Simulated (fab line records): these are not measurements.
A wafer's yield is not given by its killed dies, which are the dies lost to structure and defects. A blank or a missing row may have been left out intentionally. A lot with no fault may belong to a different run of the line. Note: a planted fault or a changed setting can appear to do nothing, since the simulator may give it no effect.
A lot that was struck, set against a sound lot + flow n5Finfet + 14 out of 1938 route steps
Sound: these wafers, L549.1, L549.2, L549.3. Wafers struck: L557.1, L557.4, L557.6. Last of all comes the cause.
For every step that has rows: the tool of each side, followed by ch and its chambers, followed by its first start. Under that, the readings that differ: sound wafers + struck wafers + difference of the means + sigmas: that difference in standard deviations of wafers without a fault.
alike: a reading whose means differ by less than 2 such deviations, as well as words and numbers matching on both sides. not compared: withheld readings; readings where some wafer has no value; bounds like >300 that might hide an equal value; numbers whose values overlap and for which the record gives no deviation.
The two part at a step that has a row with sigmas, a row that says differs or no value, or rows on one side only. Numbers that have no deviation but don't overlap get no sigmas and don't part them. Lack of a reading on every wafer of one side parts them only where that side has two or more wafers.

N5_BEOL_M12_CMP_49: polishes, stops on SiOC, t overpolish 20.6 s, target thk 320 nm.
  sound on cmp-02 ch 0,1,2, day 11 17:13; struck on cmp-01 ch 0,1,3, day 13 19:22
  alike: barrierFieldEndpointS, motorCurrentA, overpolishRunS, platenRpm
N5_BEOL_M12_THK_MEAS_50: measures by xrf.
  struck on filmMetro-01, day 13 19:40; sound on filmMetro-02, day 11 17:30
  alike: M12_THK
then, 1 step without rows for these wafers: N5_BEOL_M12_PRE_CLEAN_52 (time 15 s).
N5_BEOL_M12_DEP_53: deposits SiCN from 3MS/NH3, target thk 30 nm, time 10.5 s.
  sound on pecvd-02 ch 0,1,2, day 11 17:34; struck on pecvd-03 ch 1,2, day 13 19:43
  alike: showerheadPlenumPTorr, throttleValvePct
N5_BEOL_M12_RS_MEAS_54: uses a four-point probe to measure.
  struck on filmMetro-02, day 13 19:47; sound on filmMetro-02, day 11 17:38
  alike: M12_RS
N5_BEOL_M12_INSPECT_55: inspects for defects (darkfield).
  struck on defectInspect-01, day 13 19:49; sound on defectInspect-02, day 11 17:39
  alike: rawDefectCount
N5_BEOL_M13_ILD_DEP_00: deposits SiOC from DEMS/O2, target thk 837.92 nm, time 166.4 s.
  sound on pecvd-04 ch 0,1,2, day 11 17:41; struck on pecvd-04 ch 1,2, day 13 19:51
  alike: heaterPowerW, showerheadPlenumPTorr, susceptorTempC, throttleValvePct
N5_BEOL_M13_THK_MEAS_01:
  struck on filmMetro-01, day 13 20:00; sound on filmMetro-02, day 11 17:50
  alike: M13_ILD_THK
then, 4 steps without rows for these wafers: N5_BEOL_M13_COAT_58 (time 60 s, resist thk 89 nm); N5_BEOL_M13_COAT_04 (resist thk 400 nm); N5_BEOL_M13_EBR_06; N5_BEOL_M13_SOFTBAKE_05 (time 60 s).
N5_BEOL_M13_EXPOSE_07: exposes mask V12.
  struck on krfScanner-02, day 13 20:08; sound on krfScanner-01 ch 0, day 11 18:06
  no value came back on the struck wafers for exposureDoseMJCm2, focusOffsetNm (nm), sigmaOuter; on the sound wafers exposureDoseMJCm2 reads 24.742 24.775 24.749
  alike: mask
then, 1 step without rows for these wafers: N5_BEOL_M13_PEB_08 (peb time 90 s).

## WHERE THEY PART
At N5_BEOL_M13_EXPOSE_07 and nowhere else, as far as this record goes.

WHY: whatever the simulator had introduced
Whole step skipped at N5_BEOL_M13_EXPOSE_07 on krfScanner-02, starting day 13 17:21. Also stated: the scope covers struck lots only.
